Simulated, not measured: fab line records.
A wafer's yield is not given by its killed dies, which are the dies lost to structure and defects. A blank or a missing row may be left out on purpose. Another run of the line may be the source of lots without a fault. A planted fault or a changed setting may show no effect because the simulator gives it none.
fab line records    flow n5Finfet
[record] lots = 7  wafers = 39
route steps=1938 shown PMOS_HMC_CHANNEL_EPI@73 FIN_SAQP@138 HKMG_FIN@406
startH: start of the lot's first displayed wafer, in hours after the record's first day    waitH: hours since the lot's step before    " identical to the entry in the row above    L1.1+2: several wafers, shown together as one row    - value missing, or start not given    * or withheld: withheld    < > ~ a bound
route shown NAME@n: names a module that has steps shown in the file, with the first one's number in the route    usual: the fault-free wafers' mean and standard deviation    same: alike in all rows    chamber/n: place in a boat    sites: each site's reading    _std_site: how widely they spread, as a standard deviation    _edge_site: inner sites' mean taken away from outer sites' mean    radiusMm: for every site, how far away it sits from the centre of the wafer    mask NAME#n: copy n    behind: the tool/chamber that last shaped the wafer    hold: the reason the lot was held/the length of the hold in hours/how it ended    device: whichever transistor did not switch (one of n, p or np)    end of line: tests run on the same wafers once the route is complete    for a step that has no rows: nothing shown but its recipe    killed: the dies lost at the first sort to structure and to defects; this is not the yield of the wafer    map: shows each die of a wafer: x if killed, . if not, _ if none is there
set.NAME: the setting the step ran with; set.NAME@STEP: the setting that earlier step ran with    model.NAME: the simulator's own value behind a step, which no gauge read
lots run with intentionally changed settings; tables by step, rows by wafer
[[steps]]
[step N5_PMOS_HMC_CHANNEL_EPI_ETCH_38]
[recipe] chemistry = CF4  target = SiO2  targetDepthA = 15  ionEnergyEv = 350  pressureMtorr = 10  icpW = 800  biasW = 400  cf4FlowSccm = 80
lot.wafer  tool      chamber  startH  waitH  set.targetDepthA  model.etch.depthNm
L075.1     rieSi-05  1        23.55   0.0    9.075             0.8936
L075.2     "         2        "       "      9.075             0.921
L075.3     "         3        "       "      15                1.498
L075.4     "         0        "       "      15                1.459
L075.5     "         0        "       "      9.075             0.8866
L075.6     "         3        "       "      15                1.5
L076.1     rieSi-02  0        29.58   0.0    9.435             0.9599
L076.2     "         2        "       "      9.435             0.9596
L076.3     "         3        "       "      15                1.531
L076.4     "         1        "       "      9.435             0.9204
L076.5     "         0        "       "      15                1.534
L076.6     "         1        "       "      15                1.458
L082.1     rieSi-05  1        66.36   0.0    15                1.496
L082.2     "         0        "       "      17.74             1.743
L082.3     "         2        "       "      17.74             1.817
L082.4     "         3        "       "      15                1.492
L082.5     "         2        "       "      17.74             1.829
L082.6     "         1        "       "      15                1.482
L085.1     rieSi-05  2        84.51   0.0    10.14             1.042
L085.2     "         1        "       "      10.14             1.009
L085.3     "         0        "       "      15                1.475
L085.4     "         1        "       "      15                1.496
L085.5     "         2        "       "      15                1.538
L085.6     "         0        "       "      10.14             0.9964
L086.1     rieSi-02  3        90.26   0.0    15                1.54
L086.2     "         1        "       "      15                1.466
L086.3     "         2        "       "      15                1.541
L086.4+6   "         0,3      "       "      15                1.535
L086.5     "         0        "       "      15                1.542
L091.1     rieSi-01  0        120.16  0.0    15                1.437
L091.4     "         3        "       "      15                1.496
L091.5     "         0        "       "      15                1.448
L094.1     rieSi-01  1        139.06  0.0    15                1.484
L094.2     "         3        "       "      18.21             1.819
L094.3     "         0        "       "      18.21             1.75
L094.4     "         0        "       "      15                1.441
L094.5     "         3        "       "      15                1.504
L094.6     "         1        "       "      18.21             1.789
[step N5_FIN_SAQP_SPACER2_ALD_28]
[recipe] material = SiO2  targetThkA = 81  tempC = 300  aldPrecursorFamily = BDEAS  aldCoReactant = O2-plasma  pulseTimeS = 1  purgeTimeS = 2  coReactantPurgeTimeS = 2  pressureTorr = 2
lot.wafer     tool       chamber  startH  waitH  set.targetThkA  model.SiO2_of_FIN_SAQP_SPACER2_ALD_28.thkNm
L075.1+2+3+6  aldSin-01  2,3,0,2  34.37   1.1    81              8.2
L075.4+5      "          1        "       "      81              8
L076.1+3+4+6  aldSin-04  0,2,3,1  37.05   0.3    81              8.2
L076.2+5      "          1,0      "       "      81              8
L082.1+2+4+5  aldSin-03  3,0,1,1  74.00   0.1    81              8
L082.3+6      "          2        "       "      81              8.2
L085.1+2+5    aldSin-01  2,0,0    94.45   1.3    101.8           10.2
L085.3+4+6    "          3,1,3    "       "      81              8.2
L086.1+2+6    aldSin-04  0,2,2    100.50  0.1    66.01           6.6
L086.3+4+5    "          1,3,1    "       "      81              8.2
L091.1+4      aldSin-03  3,2      128.05  0.4    81              8.2
L091.5        "          1        "       "      81              8
L094.1+3+4    aldSin-01  3,2,1    146.56  0.2    53.7            5.4
L094.2+6      "          0,2      "       "      81              8.2
L094.5        "          1        "       "      81              8
[step N5_FIN_SAQP_SPACER2_ETCHBACK_29]
[recipe] chemistry = CHF3/O2  mode = anisotropicEtchback  target = SiO2  targetDepthA = 122  timeS = 6.1  pressureMtorr = 30  sourceW = 650  biasW = 170  Ar_flow_sccm = 200  CHF3_flow_sccm = 50  O2_flow_sccm = 5  ionEnergyEv = 200
[step N5_FIN_SAQP_MANDREL2_REMOVE_60]
[recipe] chemistry = HBr/Cl2/O2  btTimeS = 10  target = a-Si  stopOn = SiNx  endpoint = OES-SiCl  overEtchFrac = 1  icpW = 600  biasW = 22  HBr_flow_sccm = 150  Cl2_flow_sccm = 80  O2_flow_sccm = 5  pressureMtorr = 10
lot.wafer         tool      chamber      startH  waitH  set.targetThkA@FIN_SAQP_SPACER2_ALD_28  model.FIN_SAQP.cdNm
L075.1+2+6        rieSi-04  1,0,1        35.08   0.1    81                                      8.2
L075.3+4+5        "         3,2,0        "       "      81                                      8
L076.1+2+3+4+5+6  rieSi-04  3,1,2,2,1,3  37.46   0.1    81                                      8
L082.1+2+3+4+5+6  rieSi-03  0,1,3,2,3,0  74.41   0.1    81                                      8
L085.1            rieSi-03  3            94.99   0.1    101.8                                   10.4
L085.2+5          "         1,3          "       "      101.8                                   10.2
L085.3+6          "         2            "       "      81                                      8.2
L085.4            "         0            "       "      81                                      8
L086.1+6          rieSi-03  3,1          100.92  0.1    66.01                                   6.6
L086.2            "         0            "       "      66.01                                   6.4
L086.3+4+5        "         2,1,0        "       "      81                                      8
L091.1+4+5        rieSi-03  2,3,1        128.47  0.1    81                                      8.2
L094.1+3+4        rieSi-06  3,2,0        146.99  0.1    53.7                                    5.2
L094.2+6          "         1            "       "      81                                      8.2
L094.5            "         2            "       "      81                                      7.8
[step N5_FIN_SAQP_CD_MEAS_31]
[recipe] targetCdNm = 8  landingEnergyEv = 1000  detector = seInlens  polarity = line
[usual] cdNm = 8.09/0.22
lot.wafer  tool      chamber  startH  waitH  set.targetThkA@FIN_SAQP_SPACER2_ALD_28  cdNm
L075.1     cdSem-03  0        35.19   0.1    81                                      8.23
L075.2     "         0        "       "      81                                      8.23
L075.3     "         0        "       "      81                                      8.23
L075.4     "         0        "       "      81                                      7.87
L075.5     "         0        "       "      81                                      7.75
L075.6     "         0        "       "      81                                      8.09
L076.1     cdSem-03  0        37.57   0.1    81                                      7.76
L076.2     "         0        "       "      81                                      7.99
L076.3     "         0        "       "      81                                      8.43
L076.4     "         0        "       "      81                                      8.06
L076.5     "         0        "       "      81                                      8.14
L076.6     "         0        "       "      81                                      8.24
L082.1     cdSem-01  0        74.52   0.1    81                                      8.08
L082.2     "         0        "       "      81                                      7.96
L082.3     "         0        "       "      81                                      8.23
L082.4     "         0        "       "      81                                      7.92
L082.5     "         0        "       "      81                                      8.08
L082.6     "         0        "       "      81                                      8.07
L085.1     cdSem-01  0        95.10   0.1    101.8                                   10.23
L085.2     "         0        "       "      101.8                                   10.10
L085.3     "         0        "       "      81                                      8.45
L085.4     "         0        "       "      81                                      8.32
L085.5     "         0        "       "      101.8                                   10.27
L085.6     "         0        "       "      81                                      7.79
L086.1     cdSem-02  0        101.03  0.1    66.01                                   6.35
L086.2     "         0        "       "      66.01                                   6.29
L086.3     "         0        "       "      81                                      8.12
L086.4     "         0        "       "      81                                      8.22
L086.5     "         0        "       "      81                                      8.07
L086.6     "         0        "       "      66.01                                   5.90
L091.1     cdSem-03  0        128.58  0.1    81                                      8.30
L091.4     "         0        "       "      81                                      7.98
L091.5     "         0        "       "      81                                      8.03
L094.1     cdSem-02  0        147.10  0.1    53.7                                    5.16
L094.2     "         0        "       "      81                                      8.24
L094.3     "         0        "       "      53.7                                    5.26
L094.4     "         0        "       "      53.7                                    5.00
L094.5     "         0        "       "      81                                      7.82
L094.6     "         0        "       "      81                                      8.10
[step N5_FIN_SAQP_HM_OPEN_33]
[recipe] chemistry = CH3F/O2  target = SiNx  maskMaterial = SiO2  targetDepthA = 494  timeS = 70.6  pressureMtorr = 30  sourceW = 395  biasW = 73  Ar_flow_sccm = 150  CH3F_flow_sccm = 30  O2_flow_sccm = 20  ionEnergyEv = 120  ends = cleared
lot.wafer     tool        chamber  startH  waitH  set.targetThkA@FIN_SAQP_SPACER2_ALD_28  model.FIN_SAQP.cdNm
L075.1+2+3+6  rieDiel-02  2,1,0,1  35.40   0.2    81                                      8.2
L075.4+5      "           0,2      "       "      81                                      8
L076.1+3      rieDiel-02  1,2      37.62   0.0    81                                      7.8
L076.2+4+5    "           0,1,2    "       "      81                                      8
L076.6        "           0        "       "      81                                      8.2
L082.1+3+4    rieDiel-05  1,2,0    74.57   0.0    81                                      8
L082.2+5+6    "           3,0,3    "       "      81                                      8.2
L085.1+2+5    rieDiel-02  1,2,0    95.24   0.1    101.8                                   10.2
L085.3+6      "           0,3      "       "      81                                      8.2
L085.4        "           3        "       "      81                                      8
L086.1+6      rieDiel-05  3,0      101.07  0.0    66.01                                   6.6
L086.2        "           1        "       "      66.01                                   6.4
L086.3        "           0        "       "      81                                      8.2
L086.4+5      "           2,1      "       "      81                                      8
L091.1+4+5    rieDiel-02  1,0,1    128.63  0.0    81                                      8.2
L094.1+3+4    rieDiel-02  3,2,2    147.15  0.0    53.7                                    5.2
L094.2        "           0        "       "      81                                      8
L094.5        "           0        "       "      81                                      7.8
L094.6        "           3        "       "      81                                      8.2
[step N5_FIN_SAQP_ETCH_34]
[recipe] chemistry = C4F6/O2  target = SiO2  targetDepthA = 450  timeS = 15  ionEnergyEv = 250  pressureMtorr = 30  sourceW = 345  biasW = 185  Ar_flow_sccm = 300  C4F6_flow_sccm = 10  O2_flow_sccm = 10  ends = cleared
[step N5_FIN_SAQP_STRIP_77]
[recipe] chemistry = N2/H2  timeS = 90  powerW = 100  tempC = 40  pressureMtorr = 100  rfFrequencyHz = 6e+07  biasPowerW = 3  n2FlowSccm = 300  h2FlowSccm = 300
[step N5_FIN_SAQP_HM_CD_35]
[recipe] targetCdNm = 8  polarity = line
[usual] cdNm = 8.10/0.23
lot.wafer  tool      chamber  startH  waitH  set.targetThkA@FIN_SAQP_SPACER2_ALD_28  cdNm
L075.1     cdSem-03  -        35.62   0.1    81                                      8.08
L075.2     "         -        "       "      81                                      8.12
L075.3     "         -        "       "      81                                      8.64
L075.4     "         -        "       "      81                                      8.16
L075.5     "         -        "       "      81                                      8.12
L075.6     "         -        "       "      81                                      8.11
L076.1     cdSem-03  -        37.84   0.1    81                                      7.91
L076.2     "         -        "       "      81                                      8.16
L076.3     "         -        "       "      81                                      7.90
L076.4     "         -        "       "      81                                      8.22
L076.5     "         -        "       "      81                                      7.54
L076.6     "         -        "       "      81                                      8.01
L082.1     cdSem-02  -        74.78   0.1    81                                      8.14
L082.2     "         -        "       "      81                                      7.94
L082.3     "         -        "       "      81                                      8.01
L082.4     "         -        "       "      81                                      8.14
L082.5     "         -        "       "      81                                      7.96
L082.6     "         -        "       "      81                                      8.32
L085.1     cdSem-01  -        95.46   0.1    101.8                                   10.34
L085.2     "         -        "       "      101.8                                   10.27
L085.3     "         -        "       "      81                                      8.01
L085.4     "         -        "       "      81                                      8.25
L085.5     "         -        "       "      101.8                                   10.34
L085.6     "         -        "       "      81                                      8.17
L086.1     cdSem-01  -        101.29  0.1    66.01                                   6.55
L086.2     "         -        "       "      66.01                                   6.48
L086.3     "         -        "       "      81                                      8.03
L086.4     "         -        "       "      81                                      7.54
L086.5     "         -        "       "      81                                      8.05
L086.6     "         -        "       "      66.01                                   6.37
L091.1     cdSem-01  -        128.84  0.1    81                                      7.96
L091.4     "         -        "       "      81                                      8.35
L091.5     "         -        "       "      81                                      8.19
L094.1     cdSem-01  -        147.38  0.1    53.7                                    5.30
L094.2     "         -        "       "      81                                      8.35
L094.3     "         -        "       "      53.7                                    4.74
L094.4     "         -        "       "      53.7                                    5.23
L094.5     "         -        "       "      81                                      8.06
L094.6     "         -        "       "      81                                      8.72
[step N5_FIN_SAQP_ETCH_64]
[recipe] chemistry = CF4  target = SiO2  targetDepthA = 15  ionEnergyEv = 350  pressureMtorr = 10  icpW = 800  biasW = 400  cf4FlowSccm = 80
[step N5_FIN_SAQP_FIN_ETCH_36]
[recipe] chemistry = HBr/Cl2/O2  targetDepthA = 1200  maskMaterial = SiNx  timeS = 50.4  biasW = 102  pressureMtorr = 10  icpW = 800  HBr_flow_sccm = 150  Cl2_flow_sccm = 80  O2_flow_sccm = 12
lot.wafer   tool      chamber  startH  waitH  set.targetThkA@FIN_SAQP_SPACER2_ALD_28  model.FIN_SAQP.cdNm
L075.1      rieSi-03  0        35.69   0.0    81                                      8.4
L075.2+3+4  "         1,3,2    "       "      81                                      8
L075.5+6    "         0,1      "       "      81                                      8.2
L076.1+2+6  rieSi-06  0,3,3    37.90   0.0    81                                      8
L076.3      "         2        "       "      81                                      7.8
L076.4+5    "         1,0      "       "      81                                      8.2
L082.1+3+4  rieSi-04  1,0,3    74.85   0.0    81                                      8
L082.2      "         2        "       "      81                                      8.4
L082.5+6    "         2,1      "       "      81                                      8.2
L085.1+5    rieSi-06  2,3      95.53   0.0    101.8                                   10.4
L085.2      "         3        "       "      101.8                                   10
L085.3+6    "         1,0      "       "      81                                      8.2
L085.4      "         0        "       "      81                                      8
L086.1      rieSi-03  0        101.36  0.0    66.01                                   7
L086.2      "         2        "       "      66.01                                   6.4
L086.3      "         1        "       "      81                                      8.2
L086.4      "         3        "       "      81                                      7.8
L086.5      "         2        "       "      81                                      8
L086.6      "         1        "       "      66.01                                   6.6
L091.1+4    rieSi-06  0,3      128.91  0.0    81                                      8.2
L091.5      "         3        "       "      81                                      8
L094.1      rieSi-03  2        147.44  0.0    53.7                                    5.2
L094.2      "         1        "       "      81                                      8.2
L094.3      "         3        "       "      53.7                                    5
L094.4      "         0        "       "      53.7                                    5.4
L094.5      "         1        "       "      81                                      8
L094.6      "         0        "       "      81                                      8.4
[step N5_FIN_SAQP_CD_MEAS_37]
[recipe] targetCdNm = 8  polarity = line
[usual] cdNm = 8.13/0.25
lot.wafer  tool      chamber  startH  waitH  set.targetThkA@FIN_SAQP_SPACER2_ALD_28  cdNm
L075.1     cdSem-03  -        35.81   0.1    81                                      8.01
L075.2     "         -        "       "      81                                      7.85
L075.3     "         -        "       "      81                                      8.35
L075.4     "         -        "       "      81                                      7.78
L075.5     "         -        "       "      81                                      8.14
L075.6     "         -        "       "      81                                      8.29
L076.1     cdSem-03  -        38.02   0.1    81                                      7.96
L076.2     "         -        "       "      81                                      8.11
L076.3     "         -        "       "      81                                      8.03
L076.4     "         -        "       "      81                                      8.49
L076.5     "         -        "       "      81                                      8.44
L076.6     "         -        "       "      81                                      8.28
L082.1     cdSem-02  -        74.97   0.1    81                                      7.51
L082.2     "         -        "       "      81                                      8.11
L082.3     "         -        "       "      81                                      7.98
L082.4     "         -        "       "      81                                      8.26
L082.5     "         -        "       "      81                                      8.16
L082.6     "         -        "       "      81                                      8.15
L085.1     cdSem-02  -        95.64   0.1    101.8                                   10.47
L085.2     "         -        "       "      101.8                                   10.18
L085.3     "         -        "       "      81                                      8.60
L085.4     "         -        "       "      81                                      7.80
L085.5     "         -        "       "      101.8                                   10.55
L085.6     "         -        "       "      81                                      8.32
L086.1     cdSem-03  -        101.48  0.1    66.01                                   6.66
L086.2     "         -        "       "      66.01                                   6.67
L086.3     "         -        "       "      81                                      7.91
L086.4     "         -        "       "      81                                      7.92
L086.5     "         -        "       "      81                                      7.85
L086.6     "         -        "       "      66.01                                   6.36
L091.1     cdSem-01  -        129.03  0.1    81                                      8.39
L091.4     "         -        "       "      81                                      8.21
L091.5     "         -        "       "      81                                      8.26
L094.1     cdSem-02  -        147.56  0.1    53.7                                    5.46
L094.2     "         -        "       "      81                                      8.12
L094.3     "         -        "       "      53.7                                    5.07
L094.4     "         -        "       "      53.7                                    5.22
L094.5     "         -        "       "      81                                      8.05
L094.6     "         -        "       "      81                                      8.76
[step N5_HKMG_FIN_ETCH_58]
[recipe] chemistry = N2/H2  target = SOC  targetDepthA = 2158  ionEnergyEv = 50  biasW = 13  timeS = 741  pressureMtorr = 30  sourceW = 875  n2FlowSccm = 200  h2FlowSccm = 200
lot.wafer  tool        chamber  startH  waitH  set.targetDepthA  model.etch.depthNm  model.HKMG_FIN.featureDepthNm  model.SOC_of_HKMG_FIN_COAT_41.thkNm
L076.1     rieDiel-05  3        83.11   0.0    1257              121.9               122                            179.8
L076.2     "           2        "       "      1257              124.9               125                            177
L076.3     "           0        "       "      1257              124.1               124.2                          177.6
L076.4     "           1        "       "      2158              214.4               214.4                          86.6
L076.5     "           0        "       "      2158              213.5               213.4                          88.2
L076.6     "           1        "       "      2158              212.3               212.2                          88.6
L075.1     rieDiel-04  3        83.34   0.0    2158              221.3               221.2                          78
L075.2     "           1        "       "      1273              124.3               124.4                          175.2
L075.3     "           2        "       "      1273              132.5               132.4                          166.8
L075.4     "           0        "       "      2158              214                 214                            84.6
L075.5     "           2        "       "      2158              223.3               223.4                          75.6
L075.6     "           3        "       "      1273              130.1               130                            168.8
L082.1     rieDiel-02  1        124.79  0.0    2158              208.1               208                            91.6
L082.2     "           0        "       "      2158              212.6               212.6                          87.6
L082.3     "           0        "       "      2158              210.7               210.6                          89
L082.4     "           1        "       "      2992              288.5               288.4                          11
L082.5     "           1        "       "      2992              285.4               285.4                          14.8
L082.6     "           0        "       "      2992              292.6               292.6                          7.4
L085.1     rieDiel-04  2        142.91  0.0    993.8             102.9               103                            196.6
L085.2     "           3        "       "      993.8             101.3               101.4                          200.2
L085.3     "           0        "       "      993.8             97.9                97.8                           202
L085.4     "           1        "       "      2158              211.1               211                            89
L085.5     "           3        "       "      2158              222.2               222.2                          78.6
L085.6     "           0        "       "      2158              212.1               212.2                          88.2
L086.1     rieDiel-05  2        145.93  0.0    948.8             94.49               94.4                           206.4
L086.2     "           1        "       "      2158              213.5               213.4                          88.2
L086.3     "           3        "       "      2158              212.6               212.6                          89.6
L086.4     "           0        "       "      948.8             94                  94                             207.2
L086.5     "           0        "       "      2158              213.5               213.4                          87.4
L086.6     "           3        "       "      948.8             93.17               93.2                           208.4
L091.1     rieDiel-05  0        175.68  0.0    2158              215                 215                            86.6
L091.4     "           2        "       "      2158              216.1               216.2                          83.6
L091.5     "           0        "       "      2158              216.7               216.8                          83.2
L094.1     rieDiel-05  3        194.64  0.0    2158              210.1               210.2                          89.2
L094.2     "           1        "       "      2158              222                 222                            78.4
L094.3     "           2        "       "      2158              214.5               214.6                          84.6
L094.4     "           0        "       "      2158              211.9               212                            88
L094.5     "           3        "       "      2158              210                 210                            90.6
L094.6     "           2        "       "      2158              212.8               212.8                          86.8
[[key]]
[split] step = N5_PMOS_HMC_CHANNEL_EPI_ETCH_38  setting = targetDepthA  stated = 15  by = wafer
[response] step = N5_PMOS_HMC_CHANNEL_EPI_ETCH_38  reading = model.etch.depthNm  change = +0.0151  per = 1%  r = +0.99
[split] step = N5_FIN_SAQP_SPACER2_ALD_28  setting = targetThkA  stated = 81  by = wafer
[response] step = N5_FIN_SAQP_SPACER2_ALD_28  reading = model.SiO2_of_FIN_SAQP_SPACER2_ALD_28.thkNm  change = +0.081  per = 1%  r = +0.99
[response] step = N5_FIN_SAQP_MANDREL2_REMOVE_60  reading = model.FIN_SAQP.cdNm  change = +0.0835  per = 1%  r = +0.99
[response] step = N5_FIN_SAQP_CD_MEAS_31  reading = cdNm  change = +0.0871  per = 1%  r = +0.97
[response] step = N5_FIN_SAQP_HM_OPEN_33  reading = model.FIN_SAQP.cdNm  change = +0.0822  per = 1%  r = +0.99
[response] step = N5_FIN_SAQP_HM_CD_35  reading = cdNm  change = +0.0901  per = 1%  r = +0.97
[response] step = N5_FIN_SAQP_FIN_ETCH_36  reading = model.FIN_SAQP.cdNm  change = +0.0845  per = 1%  r = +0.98
[response] step = N5_FIN_SAQP_CD_MEAS_37  reading = cdNm  change = +0.0857  per = 1%  r = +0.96
[split] step = N5_HKMG_FIN_ETCH_58  setting = targetDepthA  stated = 2158  by = wafer
[response] step = N5_HKMG_FIN_ETCH_58  reading = model.etch.depthNm  change = +2.13  per = 1%  r = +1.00
[response] step = N5_HKMG_FIN_ETCH_58  reading = model.HKMG_FIN.featureDepthNm  change = +2.13  per = 1%  r = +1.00
[response] step = N5_HKMG_FIN_ETCH_58  reading = model.SOC_of_HKMG_FIN_COAT_41.thkNm  change = -2.13  per = 1%  r = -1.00
